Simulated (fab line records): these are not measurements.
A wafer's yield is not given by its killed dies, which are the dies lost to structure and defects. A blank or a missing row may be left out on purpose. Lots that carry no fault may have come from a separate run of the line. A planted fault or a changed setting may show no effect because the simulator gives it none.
A struck lot beside a sound one    flow n5_finfet    21 out of 1938 route steps
Sound: these wafers, L641.4, L641.5, L641.6. Struck: wafers L653.3, L653.4, L653.6. Last of all comes the cause.
For every step that has rows: the tool of each side, followed by ch and its chambers, followed by its first start. Under that, the readings that differ: sound wafers    struck wafers    difference of the means    sigmas: that difference in standard deviations of wafers without a fault.
alike: words and numbers the same on both sides, and readings whose means are apart by under 2 such deviations; not compared: readings that were withheld, readings missing a value for some wafer, numbers with overlapping values and no deviation given by the record, and bounds like >300 which may hide the same value.
The two part at a step that has a row with sigmas, a row that says differs or no value, or rows on one side only. Numbers that have no deviation but don't overlap get no sigmas and don't part them. Lack of a reading on every wafer of one side parts them only where that side has two or more wafers.

N5_BEOL_M1_ANNEAL_87: time 240 s.
  sound: pvd_sputter-01 at day 6 14:59; struck: pvd_sputter-01 at day 10 00:08
  alike: heater_power_w
then, 1 step without rows for these wafers: N5_BEOL_M1_SPUTTER_88 (material Cu, target thk 4.5 nm, time 8.29 s).
N5_BEOL_M1_ANNEAL_89: time 240 s.
  sound: pvd_sputter-01 at day 6 15:13; struck: pvd_sputter-01 at day 10 00:21
  alike: heater_power_w
then, 3 steps without rows for these wafers: N5_BEOL_M1_SPUTTER_90 (material Cu, target thk 4.5 nm, time 8.29 s); N5_BEOL_M1_ANNEAL_91 (time 240 s); N5_BEOL_M1_SPUTTER_92 (material Cu, target thk 4.5 nm, time 8.29 s).
N5_BEOL_M1_ANNEAL_93: time 240 s.
  sound: pvd_sputter-01 at day 6 15:39; struck: pvd_sputter-01 at day 10 00:47
  alike: heater_power_w
then, 1 step without rows for these wafers: N5_BEOL_M1_SPUTTER_94 (material Cu, target thk 4.5 nm, time 8.29 s).
N5_BEOL_M1_ANNEAL_95: time 240 s.
  sound: pvd_sputter-01 at day 6 15:52; struck: pvd_sputter-01 at day 10 01:01
  alike: heater_power_w
then, 2 steps without rows for these wafers: N5_BEOL_M1_SPUTTER_96 (material Cu, target thk 4.5 nm, time 8.29 s); N5_BEOL_M1_ECD_50 (material Cu, target thk 300 nm).
N5_BEOL_M1_ANNEAL_51: time 90 s.
  sound on rtp_anneal-01 ch 0, day 6 16:31; struck on rtp_anneal-02 ch 0, day 10 01:26
  alike: anneal_temp_c_max, wafer_temp_C_max
N5_BEOL_M1_CMP_52: polishes, stops on SiOC, t overpolish 6.8 s, target thk 40 nm.
  sound on cmp-02 ch 0,1, day 6 16:43; struck on cmp-02 ch 0,1,3, day 10 01:44
reading                       sound              struck             difference  sigmas
barrier_field_endpoint_s (s)  27.1 25.4 26.4     41.4 41.4 41.4     +15.1       +18
overpolish_run_s (s)          6.812 6.799 6.788  0.033 0.036 0.038  -6.764      -99 or more
time_to_endpoint_s (s)        70 62 66           80 81 82           +15         +4
  alike: motor_current_A
N5_BEOL_M1_THK_MEAS_53: measures by xrf.
  sound: film_metro-02 at day 6 16:58; struck: film_metro-02 at day 10 01:57
reading      sound           struck             difference  sigmas
M1_THK (nm)  42.2 38.6 43.4  144.1 149.1 146.8  +105.3      +55
then, 4 steps without rows for these wafers: N5_BEOL_M1_PRE_CLEAN_60 (time 15 s); N5_BEOL_M1_CO_CAP_55 (material Co, precursor CCTBA/H2, target thk 2 nm, time 102.1 s); N5_BEOL_M1_PRE_CLEAN_56 (time 15 s); N5_BEOL_M1_DEP_57 (deposits SiCN from 3MS/NH3, target thk 8 nm, time 14 s).
N5_BEOL_M1_INSPECT_59: inspects for defects (darkfield).
  sound: defect_inspect-02 at day 6 17:16; struck: defect_inspect-01 at day 10 02:18
reading           sound     struck          difference  sigmas
raw_defect_count  94 56 54  1559 1508 1511  +1458       +66
N5_BEOL_M4_RC_MEAS_101:
  the record has rows for the sound wafers here (prober-02 ch 0, day 8 01:40) and none for the struck ones
-- a jump in the record: the struck wafers' starts before and after are 6 days apart (it breaks off in module BEOL_M4 and resumes in module PASSIVATION, where the first step shown is number 1936 of the route) --
N5_PASSIVATION_PROBE_49:
  sound: prober-01 at day 12 17:35; struck: prober-01 at day 15 20:45
reading                   sound           struck          difference  sigmas
defect_limited_yield (%)  93.8 91.9 92.5  0 0 0           -93         -62
killed_at_M0_to_M3        22 26 34        1128 1114 1118  +1093       +99 or more
killed_dies               73 96 88        1180 1180 1180  +1094       +61
killed_on_rim             8 20 11         152 152 152     +139        +32
sort_n_pass               1107 1084 1092  0 0 0           -1094       -50
sort_yield_pct (%)        93.8 91.9 92.5  0 0 0           -93         -49
  alike: killed_at_M4_up, killed_at_contacts, killed_at_front_end, killed_at_other, killed_open, killed_short, sort_bin_5_function, sort_bin_6_memory

WHERE THEY PART
Earliest at N5_BEOL_M1_CMP_52; latest, in this record, at N5_PASSIVATION_PROBE_49.

WHY: what had been put in by the simulator
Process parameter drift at N5_BEOL_M1_CMP_52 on cmp-02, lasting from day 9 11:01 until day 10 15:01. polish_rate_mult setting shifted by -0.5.
